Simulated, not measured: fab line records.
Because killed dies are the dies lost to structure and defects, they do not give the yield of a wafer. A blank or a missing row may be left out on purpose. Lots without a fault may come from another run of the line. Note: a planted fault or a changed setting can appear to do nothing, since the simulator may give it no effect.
Code-filled problem report in 8D (eight disciplines) form / flow n5_finfet / the parts of the form that need people (team, actions taken, sign-off) are left out

== 1. PROBLEM STATEMENT ==
Wafers without a fault read 226, standard deviation 57; raw_defect_count at N5_FIN_CUT_INSPECT_17 reads a mean of 774 on 6 wafers belonging to 2 lots. That puts it +9.6 standard deviations away from the usual mean.
The step: inspects for defects (brightfield).
First seen on wafer L454.1, day 6 15:49, on defect_inspect-01. Wafers with a number at this step in the record: 24, from 8 lots. Rule for "out", or "out of limits": more than 4 standard deviations from the usual mean. All remaining wafers that have a number are taken as sound.

== 2. WHAT IT IS AND WHAT IT IS NOT ==
question=which readings at this step | is=raw_defect_count | is not=-
question=which lots | is=L454, L457 | is not=L436, L439, L443, L445, L449, L459
question=which wafers of those lots | is=all that have a number | is not=-
question=read on which gauges | is=defect_inspect-01 | is not=defect_inspect-02
question=when | is=from day 6 15:49 | is not=up to then (15 sound wafers); but 3 sound wafers of L459 came after

== 3. SUSPECTS, AND WHAT RULES EACH OUT ==
Counting: a tool at a process step up to the reading stays a suspect if it ran every lot that is out and no sound lot after the first of them.
- the gauge at N5_FIN_CUT_INSPECT_17: kept. All the wafers that are out were read on defect_inspect-01, and no step on other tools shows them out.
- rie_diel-06 at N5_FIN_SAQP_STRIP_77 (strips in N2/H2, time 90 s): ruled out as a lasting fault. After its first lot that is out, L454 (day 6 13:50), sound lots L459 ran on it.
- rie_si-04 at N5_FIN_CUT_CUT_ETCH_28 (etches Si in HBr/Cl2/O2, target depth 6 nm, time 2.4 s): kept. Every lot that is out went through it, starting with L454 (day 6 15:31), and after that it ran no sound lot; the last sound lot it ran before then is L445 (day 4 11:02).
Remaining after the count are rie_si-04 at N5_FIN_CUT_CUT_ETCH_28 and defect_inspect-01 at N5_FIN_CUT_INSPECT_17.

== 4. THE CAUSE (what the simulator had put in) ==
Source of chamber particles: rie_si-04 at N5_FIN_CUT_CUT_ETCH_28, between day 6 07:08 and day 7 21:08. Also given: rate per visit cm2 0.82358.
After counting, 2 suspects remain, this tool included.

== 5. SEQUENCE OF EFFECTS, ordered by route ==
Each row: a reading where the mean over the struck wafers with a number is more than 3 standard deviations away from the usual. Only readings whose record carries a usual standard deviation are examined. hours: median over the lots of the time between each lot's start at the first step of this table that gives one and its start at this step. sigmas: the change, counted in usual standard deviations.
hours=0; step=N5_FIN_CUT_INSPECT_17; reading=raw_defect_count; usual=226; on struck wafers=774; change=+548; sigmas=+9.6
hours=241; step=N5_PASSIVATION_PROBE_49; reading=defect_limited_yield; usual=91.3 %; on struck wafers=86.5; change=-4.8; sigmas=-3.2
hours=241; step=N5_PASSIVATION_PROBE_49; reading=killed_at_front_end; usual=40; on struck wafers=102; change=+62; sigmas=+6.2
hours=241; step=N5_PASSIVATION_PROBE_49; reading=killed_dies; usual=103; on struck wafers=159; change=+56; sigmas=+3.3
hours=241; step=N5_PASSIVATION_PROBE_49; reading=sort_n_pass; usual=1077; on struck wafers=1020; change=-56; sigmas=-3.3
hours=241; step=N5_PASSIVATION_PROBE_49; reading=sort_yield_pct; usual=91.3 %; on struck wafers=86.5; change=-4.8; sigmas=-3.2
The process steps in it:
- N5_PASSIVATION_PROBE_49
At these later measuring or inspecting steps, every struck wafer for which the step has a row has a number for every such reading, and none has moved that far: N5_BEOL_M4_RC_MEAS_101.

== 6. WHAT WOULD HAVE CAUGHT IT SOONER ==
In this record the first reading out of limits at a measuring or inspecting step was taken at day 6 15:49, 9 hours after the fault began at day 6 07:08.
No tool reading at N5_FIN_CUT_CUT_ETCH_28 that has a usual standard deviation in the record was out on any struck wafer, so an alarm limit of 4 standard deviations on those readings would not have fired.
Of the lots that are out (2), L457 began N5_FIN_CUT_CUT_ETCH_28 on rie_si-04 after day 6 15:49. Putting the tool on hold at that point would have spared it.
